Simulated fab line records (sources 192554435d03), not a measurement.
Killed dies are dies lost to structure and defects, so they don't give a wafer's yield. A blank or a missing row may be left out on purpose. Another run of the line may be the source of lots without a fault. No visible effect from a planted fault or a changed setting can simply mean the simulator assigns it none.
fab line records | flow n5Finfet
[record] lots = 7 wafers = 39
route steps=1938 shown ZERO_LAYER@14 WELL_APT@26 SD_EPI_N@278 SDB@373 MOL_CONTACT_COAG@562 BEOL_M3@1004 BEOL_M4@1100
startH: hours from the record's first day to the start of the lot's first wafer shown | waitH: hours since the lot's step before | " repeats the value in the row above | L1.1+2: several wafers, shown together as one row | - either no value or no given start | * or withheld: withheld | < > ~ a bound
route shown NAME@n: names a module that has steps shown in the file, with the first one's number in the route | usual: average and standard deviation across the fault-free wafers | same: alike in all rows | chamber/n: place in a boat | sites: each site's reading | _std_site: the standard deviation of these | _edge_site: mean of outer sites minus mean of inner sites | radiusMm: how far each site lies from the wafer's centre | mask NAME#n: copy n | behind: the tool/chamber that last shaped the wafer | hold: why the lot was held/for how many hours/how that ended | device: the transistor (n, p or np) that didn't switch | end of line: the same wafers' tests at the end of the route | where a step has no rows: the recipe by itself | killed: at the first sort, the dies lost to defects and structure; wafer yield is something else | map: dies across one wafer; x = killed, . = not, _ = none there
set.NAME: the run value of the setting; set.NAME@STEP: its run value at that earlier step | model.NAME: the simulator's own value behind a step, which no gauge read
lots run with intentionally changed settings; tables by step, rows by wafer
[[steps]]
[step N5_ZERO_LAYER_DESCUM_16]
[recipe] chemistry = O2 timeS = 7.9 sourcePowerW = 50 biasPowerW = 20 pressureMtorr = 20 rfFrequencyHz = 2.712e+07 tempC = 40 o2FlowSccm = 225
[step N5_WELL_APT_DEVELOP_07]
[recipe] developTimeS = 45 rinseLiquid = surfactantRinse dry = airSpin devTempC = 21
[step N5_SD_EPI_N_ETCH_45]
[recipe] chemistry = CH3F/O2 target = SiOCN targetDepthA = 60 maskMaterial = SOC ionEnergyEv = 60 biasW = 29 pressureMtorr = 15 sourceW = 410 Ar_flow_sccm = 150 CH3F_flow_sccm = 30 O2_flow_sccm = 20
[step N5_SDB_ALD_29]
[recipe] material = SiNx targetThkA = 300 tempC = 400 aldPrecursorFamily = SiH2I2 aldCoReactant = N2/H2-plasma pulseTimeS = 1 aldCycles = 600 purgeTimeS = 2 coReactantPurgeTimeS = 2 pressureTorr = 2
[step N5_MOL_CONTACT_COAG_ALD_123]
[recipe] material = SiNx targetThkA = 50 tempC = 400 aldPrecursorFamily = SiH2I2 aldCoReactant = N2/H2-plasma pulseTimeS = 1 purgeTimeS = 2 coReactantPurgeTimeS = 2 aldCycles = 100 pressureTorr = 2
[step N5_BEOL_M3_SPUTTER_90]
[recipe] material = Cu targetThkA = 45 tempC = -20 chamberPressurePa = 0.07 powerW = withheld timeS = 8.29
[step N5_BEOL_M4_SPUTTER_96]
[step N5_BEOL_M4_RC_MEAS_101]
[usual] REXT_N = 74.9/1.6
// columns lot.wafer tool chamber startH waitH set.timeS@ZERO_LAYER_DESCUM_16 set.developTimeS@WELL_APT_DEVELOP_07 set.targetDepthA@SD_EPI_N_ETCH_45 set.aldCycles@SDB_ALD_29 set.aldCycles@MOL_CONTACT_COAG_ALD_123 set.timeS@BEOL_M3_SPUTTER_90 set.timeS@BEOL_M4_SPUTTER_96 REXT_N[ohm.um]
L077.1 prober-01 0 186.47 0.0 7.9 45 60 600 100 8.29 8.29 77.0
L077.3 " 0 " " 7.9 45 60 600 100 8.29 8.29 76.6
L077.5 " 0 " " 7.9 45 60 600 100 8.29 8.29 76.1
L080.1 prober-02 0 207.70 0.0 7.9 45 36.13 955 57 5.626 6.375 78.5
L080.2 " 0 " " 9.242 45 60 600 57 8.29 8.29 76.3
L080.3 " 0 " " 7.9 31.43 36.13 600 100 5.626 6.375 79.1
L080.4 " 0 " " 9.242 31.43 36.13 600 100 8.29 6.375 79.2
L080.5 " 0 " " 7.9 45 60 955 100 8.29 8.29 76.8
L080.6 " 0 " " 9.242 31.43 60 955 57 5.626 8.29 76.2
L083.1 prober-02 0 224.30 0.0 5.826 53.31 60 282 116 8.29 8.29 74.2
L083.2 " 0 " " 5.826 53.31 60 600 116 4.857 8.29 73.8
L083.3 " 0 " " 7.9 45 60 282 100 8.29 10.26 73.1
L083.4 " 0 " " 5.826 45 60 600 100 4.857 10.26 74.5
L083.5 " 0 " " 7.9 53.31 60 600 100 8.29 8.29 74.0
L083.6 " 0 " " 7.9 45 60 282 116 4.857 10.26 74.6
L087.1 prober-01 0 244.20 0.0 5.267 45 60 889 100 8.29 8.29 72.9
L087.2 " 0 " " 7.9 45 60 889 134 10.32 11.11 73.5
L087.3 " 0 " " 5.267 45 30.97 600 100 10.32 11.11 76.6
L087.4 " 0 " " 7.9 45 30.97 600 100 8.29 11.11 76.8
L087.5 " 0 " " 7.9 45 30.97 889 134 10.32 8.29 76.3
L087.6 " 0 " " 5.267 45 60 600 134 8.29 8.29 73.2
L090.1 prober-01 0 273.76 0.0 9.151 64.61 95.54 600 68 10.38 6.808 74.2
L090.2 " 0 " " 9.151 45 95.54 600 68 10.38 8.29 73.8
L090.3 " 0 " " 7.9 45 60 600 68 8.29 8.29 75.7
L090.4 " 0 " " 7.9 64.61 60 600 100 8.29 6.808 75.6
L090.5 " 0 " " 9.151 64.61 60 600 100 10.38 8.29 75.4
L090.6 " 0 " " 7.9 45 95.54 600 100 8.29 6.808 74.9
L092.1 prober-02 0 277.96 0.0 4.605 45 60 600 100 8.29 8.29 74.9
L092.2 " 0 " " 4.605 25.46 60 600 100 12.52 8.29 75.6
L092.3 " 0 " " 7.9 25.46 60 600 100 8.29 8.29 75.5
L092.4 " 0 " " 4.605 45 60 600 100 12.52 8.29 75.5
L092.5 " 0 " " 7.9 45 60 600 100 12.52 8.29 76.0
L092.6 " 0 " " 7.9 25.46 60 600 100 8.29 8.29 74.9
L096.1 prober-01 0 297.26 0.0 7.9 45 60 848 128 8.29 8.29 77.4
L096.2 " 0 " " 7.9 45 60 600 100 8.29 8.29 77.7
L096.3 " 0 " " 10.06 45 40.66 848 128 10.29 8.29 78.7
L096.4 " 0 " " 10.06 45 60 600 128 10.29 8.29 77.2
L096.5 " 0 " " 10.06 45 40.66 600 100 10.29 8.29 79.0
L096.6 " 0 " " 7.9 45 40.66 848 100 8.29 8.29 78.8
[[key]]
[split] step = N5_ZERO_LAYER_DESCUM_16 setting = timeS statedAs = 7.9
response none clear
[split] step = N5_WELL_APT_DEVELOP_07 setting = developTimeS statedAs = 45
response none clear
[split] step = N5_SD_EPI_N_ETCH_45 setting = targetDepthA statedAs = 60
[response] step = N5_BEOL_M4_RC_MEAS_101 reading = REXT_N slope = -0.0446 per = 1% togetherWith = all explained = 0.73
[split] step = N5_SDB_ALD_29 setting = aldCycles statedAs = 600
response none clear
[split] step = N5_MOL_CONTACT_COAG_ALD_123 setting = aldCycles statedAs = 100
response none clear
[split] step = N5_BEOL_M3_SPUTTER_90 setting = timeS statedAs = 8.29
response none clear
[split] step = N5_BEOL_M4_SPUTTER_96 setting = timeS statedAs = 8.29
response none clear
